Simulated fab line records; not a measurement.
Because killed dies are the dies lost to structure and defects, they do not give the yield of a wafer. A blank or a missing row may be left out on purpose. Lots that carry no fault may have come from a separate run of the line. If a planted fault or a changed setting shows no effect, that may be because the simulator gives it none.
Which tool is to blame? :: flow n5 finfet :: 10 lots with 30 wafers sampled at 3 steps, on a route of 1938 steps

== WHAT EACH GAUGE READ, for each wafer ==
N5_BEOL_M0_SAQP_OVL_MEAS_15.
lot: L075
measured: day 5 17:22
on: overlay-01
M0_CORE_OVL (nm): 0.3 1.5 0.5

lot: L077
measured: day 6 05:47
on: overlay-01
M0_CORE_OVL (nm): -0.3 1.5 0.7

lot: L080
measured: day 7 01:16
on: overlay-02
M0_CORE_OVL (nm): -0.2 -1.0 1.3

lot: L082
measured: day 7 14:05
on: overlay-02
M0_CORE_OVL (nm): -0.2 -0.9 -0.3

lot: L084
measured: day 7 21:42
on: overlay-02
M0_CORE_OVL (nm): -0.3 0.3 -0.4

lot: L087
measured: day 8 18:07
on: overlay-01
M0_CORE_OVL (nm): 2.6 -1.1 1.3

lot: L089
measured: day 9 07:58
on: overlay-01
M0_CORE_OVL (nm): -0.7 -0.4 0.6

lot: L091
measured: day 9 17:26
on: overlay-01
M0_CORE_OVL (nm): 1.0 0.6 -0.6

lot: L094
measured: day 10 13:02
on: overlay-02
M0_CORE_OVL (nm): -0.1 0.0 0.1

lot: L096
measured: day 11 03:48
on: overlay-02
M0_CORE_OVL (nm): 0.3 0.1 0.8

== WHICH TOOL RAN EACH LOT (tool, then ch and the chambers of the sampled wafers, then the start) ==
lot: L075
N5_MOL_CONTACT_COAG_STRIP_96: rie diel-04 ch 1,3, day 5 09:09
N5_MOL_CONTACT_COAG_ETCH_66: rie diel-04 ch 0,1,2, day 5 10:04

lot: L077
N5_MOL_CONTACT_COAG_STRIP_96: rie diel-05 ch 0,3, day 5 21:36
N5_MOL_CONTACT_COAG_ETCH_66: rie diel-06 ch 2,3, day 5 22:29

lot: L080
N5_MOL_CONTACT_COAG_STRIP_96: rie diel-05 ch 0,1, day 6 17:19
N5_MOL_CONTACT_COAG_ETCH_66: rie diel-04 ch 0,1,3, day 6 18:13

lot: L082
N5_MOL_CONTACT_COAG_STRIP_96: rie diel-06 ch 1,2, day 7 05:58
N5_MOL_CONTACT_COAG_ETCH_66: rie diel-05 ch 0,1,2, day 7 07:09

lot: L084
N5_MOL_CONTACT_COAG_STRIP_96: rie diel-04 ch 0,1,3, day 7 13:46
N5_MOL_CONTACT_COAG_ETCH_66: rie diel-06 ch 1,2,3, day 7 14:43

lot: L087
N5_MOL_CONTACT_COAG_STRIP_96: rie diel-06 ch 1,2,3, day 8 08:17
N5_MOL_CONTACT_COAG_ETCH_66: rie diel-04 ch 0,1,3, day 8 09:27

lot: L089
N5_MOL_CONTACT_COAG_STRIP_96: rie diel-05 ch 0,2, day 8 23:28
N5_MOL_CONTACT_COAG_ETCH_66: rie diel-06 ch 0,2,3, day 9 00:17

lot: L091
N5_MOL_CONTACT_COAG_STRIP_96: rie diel-06 ch 1,2,3, day 9 09:16
N5_MOL_CONTACT_COAG_ETCH_66: rie diel-06 ch 1,2, day 9 10:09

lot: L094
N5_MOL_CONTACT_COAG_STRIP_96: rie diel-06 ch 2,3, day 10 04:37
N5_MOL_CONTACT_COAG_ETCH_66: rie diel-05 ch 0,1,2, day 10 05:23

lot: L096
N5_MOL_CONTACT_COAG_STRIP_96: rie diel-05 ch 0,2, day 10 20:06
N5_MOL_CONTACT_COAG_ETCH_66: rie diel-05 ch 0,2,3, day 10 21:21
- N5_MOL_CONTACT_COAG_STRIP_96: strips in N2/H2.
- N5_MOL_CONTACT_COAG_ETCH_66: etches SiARC in CF4, target depth 13 nm, time 21.7 s.

== THE ANSWER, worked out from the rows above alone ==
Rule: the usual values come from the lots themselves. Put in order of their means at a reading, lots are off if they are a third of the lots or fewer, leave a main group of 4 or more, and stand apart from it by a gap of 3 or more times the standard deviation of the main group's means; of several such gaps the widest counts. A main group whose means are all the same, to the digits that the tables above print for the reading, isn't used. Also off: a lot with no number at a reading for which 4 or more lots have one. Where the step has rows for the other lots, those lots are counted as sound.
Across all readings shown, no lot is off: no conclusion can be drawn from this.

== WHAT WAS PUT IN BY THE SIMULATOR ==
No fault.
